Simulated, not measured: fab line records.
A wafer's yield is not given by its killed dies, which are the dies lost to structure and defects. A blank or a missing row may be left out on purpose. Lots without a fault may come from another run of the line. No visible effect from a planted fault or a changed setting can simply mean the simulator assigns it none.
One fault seen from 2 desks :: flow nand harc :: only its own numbers are on each desk; what lay behind them is given at the end

== THE METROLOGY DESK ==
What the gauges read, lot by lot, whatever tool the lot ran on: means of the sampled wafers that have a number. If a lot's mean is further than 4 standard deviations from the usual mean, the lot is out of limits and carries the mark OUT (the distance appears in the brackets).
Columns: A = thk nm at NHARC_A_SOURCE_PLATE_THK_MEAS_09, usual 9.6 nm; B = thk nm at NHARC_A_SOURCE_PLATE_THK_MEAS_06, usual 200.4 nm; C = thk nm at NHARC_A_ONON_D1_THK_MEAS_18, usual 1001 nm
lot: L646
first seen here: day 7 03:05
A: 9.8
B: 201.8
C: 999

lot: L647
first seen here: day 7 03:05
A: 9.1
B: 203.2
C: 997

lot: L648
first seen here: day 7 16:20
A: 10.1
B: 200.5
C: 1021

lot: L649
first seen here: day 7 16:20
A: 10.0
B: 198.9
C: 1015

lot: L650
first seen here: day 7 16:21
A: 10.5
B: 198.1
C: 988

lot: L651
first seen here: day 8 01:56
A: 8.8
B: 200.4
C: 992

lot: L658
first seen here: day 10 04:13
A: 9.2
B: 201.6
C: 1810 (+74) OUT

lot: L659
first seen here: day 10 04:13
A: 10.6
B: 199.5
C: 1814 (+74) OUT

lot: L662
first seen here: day 10 23:22
A: 10.8
B: 202.9
C: 996

lot: L665
first seen here: day 11 19:44
A: 9.5
B: 199.5
C: 1004

lot: L668
first seen here: day 12 06:41
A: 9.5
B: 198.3
C: 998
This desk's finding: out of limits on L658, L659; first on L659, day 11 03:50 (thk nm at NHARC_A_ONON_D1_THK_MEAS_18). L646, L647, L648, L649, L650, L651, L662, L665, L668: within limits.

== TOOL OWNER'S DESK, pecvd onon-03 ==
The tool's own readings at NHARC_A_ONON_D1_DEP_16 (target thk 1000 nm): means of the sampled wafers that have a number, for each lot that ran on this tool. If a lot's mean is further than 4 standard deviations from the usual mean, the lot is out of limits and carries the mark OUT (the distance appears in the brackets).
Columns: A = n2 flow sccm at NHARC_A_ONON_D1_DEP_16, usual 2750 sccm
lot: L649
first seen here: day 8 15:06
A: 2746

lot: L659
first seen here: day 11 03:20
A: 2761

lot: L658
first seen here: day 11 03:41
A: 2758
This desk found nothing out of limits on any of the 3 lots.

== ALL TOGETHER ==
An alarm was possible from the metrology desk at day 11 03:50, on L658, L659.
The tool owner's desk saw nothing out of limits.
Tool owner's desk: L658, L659 on record, inside its limits.
NHARC_A_ONON_D1_DEP_16 was run on pecvd onon-03 by each of the lots named.

== WHAT THE SIMULATOR HAD INSERTED ==
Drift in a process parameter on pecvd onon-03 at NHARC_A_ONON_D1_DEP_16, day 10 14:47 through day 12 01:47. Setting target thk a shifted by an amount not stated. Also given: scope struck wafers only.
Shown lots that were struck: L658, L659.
Time in hours between the start of the fault and the first out-of-limits reading at each desk: metrology desk, 13.
